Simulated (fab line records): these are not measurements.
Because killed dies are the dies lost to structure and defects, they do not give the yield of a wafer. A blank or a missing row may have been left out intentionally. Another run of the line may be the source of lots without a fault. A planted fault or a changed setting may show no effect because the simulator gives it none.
2 desks looking at one fault | flow n5_finfet | each desk has only its own numbers; what lay behind them comes last

== THE TOOL OWNER'S DESK: pecvd-02 ==
The tool's own readings at N5_BEOL_M13_ILD_DEP_00 (deposits SiOC from DEMS/O2, target thk 837.92 nm, time 166.4 s): means of the sampled wafers that have a number, for each lot that ran on this tool. Marked OUT: a lot whose mean sits more than 4 standard deviations from the usual mean, which makes it out of limits; the brackets give that distance.
Columns: A = heater_power_w at N5_BEOL_M13_ILD_DEP_00, usual 469 W; B = rf_fwd_power_W at N5_BEOL_M13_ILD_DEP_00, usual 498.4 W; C = run_length_s at N5_BEOL_M13_ILD_DEP_00, usual 211.2 s; D = showerhead_plenum_p_Torr at N5_BEOL_M13_ILD_DEP_00, usual 5.693 Torr; E = showerhead_vpp_V at N5_BEOL_M13_ILD_DEP_00, usual 1395 V; F = throttle_valve_pct at N5_BEOL_M13_ILD_DEP_00, usual 11.8 %
lot  | first seen here | A   | B     | C                       | D     | E    | F
L594 | day 13 18:55    | 419 | 496.9 | 211.3                   | 5.684 | 1413 | 11.7
L596 | day 14 04:11    | 398 | 500.8 | 141.5 (-99 or more) OUT | 5.695 | 1366 | 11.2
L610 | day 18 07:44    | 486 | 499.8 | 211.3                   | 5.696 | 1452 | 11.9
L613 | day 18 13:53    | 443 | 498.9 | 211.5                   | 5.702 | 1408 | 11.6
L617 | day 19 09:00    | 452 | 498.3 | 211.6                   | 5.690 | 1421 | 11.7
L616 | day 19 09:38    | 459 | 499.9 | 211.2                   | 5.691 | 1403 | 11.5
This desk's finding: out of limits on L596; first on L596, day 14 04:11 (run_length_s at N5_BEOL_M13_ILD_DEP_00). L594, L610, L613, L617, L616 stayed within limits.

== FROM THE METROLOGY DESK ==
What the gauges read for every lot (on any tool): the sampled wafers with a number, averaged. Marked OUT: a lot whose mean sits more than 4 standard deviations from the usual mean, which makes it out of limits; the brackets give that distance. Readings shown: 7 out of 12 (the first out of limits, and those lying furthest out on some lot).
Columns: A = DIBL_N at N5_BEOL_M4_RC_MEAS_101, usual 37.1 mV/V; B = DIBL_P at N5_BEOL_M4_RC_MEAS_101, usual 38 mV/V; C = ION_N at N5_BEOL_M4_RC_MEAS_101, usual 678 uA/um; D = SS_P at N5_BEOL_M4_RC_MEAS_101, usual 73.7 mV/dec; E = VT_N at N5_BEOL_M4_RC_MEAS_101, usual 249 mV; F = VT_P at N5_BEOL_M4_RC_MEAS_101, usual -248 mV; G = M13_ILD_THK at N5_BEOL_M13_THK_MEAS_01, usual 838 nm
lot  | first seen here | A    | B  | C   | D    | E   | F    | G
L594 | day 10 15:06    | 32.6 | 33 | 652 | 71.8 | 256 | -250 | 840
L596 | day 11 05:18    | 36.2 | 35 | 686 | 73.0 | 247 | -248 | 507 (-33) OUT
L597 | day 11 17:44    | 36.8 | 38 | 691 | 74.1 | 244 | -244 | 849
L608 | day 14 04:21    | 38.3 | 40 | 694 | 74.0 | 246 | -248 | 834
L610 | day 15 06:35    | 39.1 | 40 | 687 | 73.6 | 245 | -242 | 845
L613 | day 15 12:39    | 35.7 | 38 | 675 | 73.5 | 250 | -252 | 836
L616 | day 16 07:49    | 37.3 | 40 | 693 | 74.4 | 246 | -246 | 832
L617 | day 16 15:21    | 39.3 | 41 | 686 | 74.6 | 244 | -245 | 826
Per this desk, out of limits: L596; the first was L596, day 14 04:20 (M13_ILD_THK at N5_BEOL_M13_THK_MEAS_01). L594, L597, L608, L610, L613, L616, L617 stayed within limits.

== ALL TOGETHER ==
The tool owner's desk had the chance to raise an alarm at day 14 04:11 on L596.
L596 would have let the metrology desk raise an alarm at day 14 04:20.
Of the lots named, all ran N5_BEOL_M13_ILD_DEP_00 on pecvd-02.

== WHAT THE SIMULATOR HAD PUT IN ==
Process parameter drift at N5_BEOL_M13_ILD_DEP_00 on pecvd-02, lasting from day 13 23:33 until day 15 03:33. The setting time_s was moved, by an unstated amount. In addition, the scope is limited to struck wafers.
Shown lots that were struck: L596.
Time in hours from fault onset to the first out-of-limits reading at each desk: tool owner's desk 5, metrology desk 5.
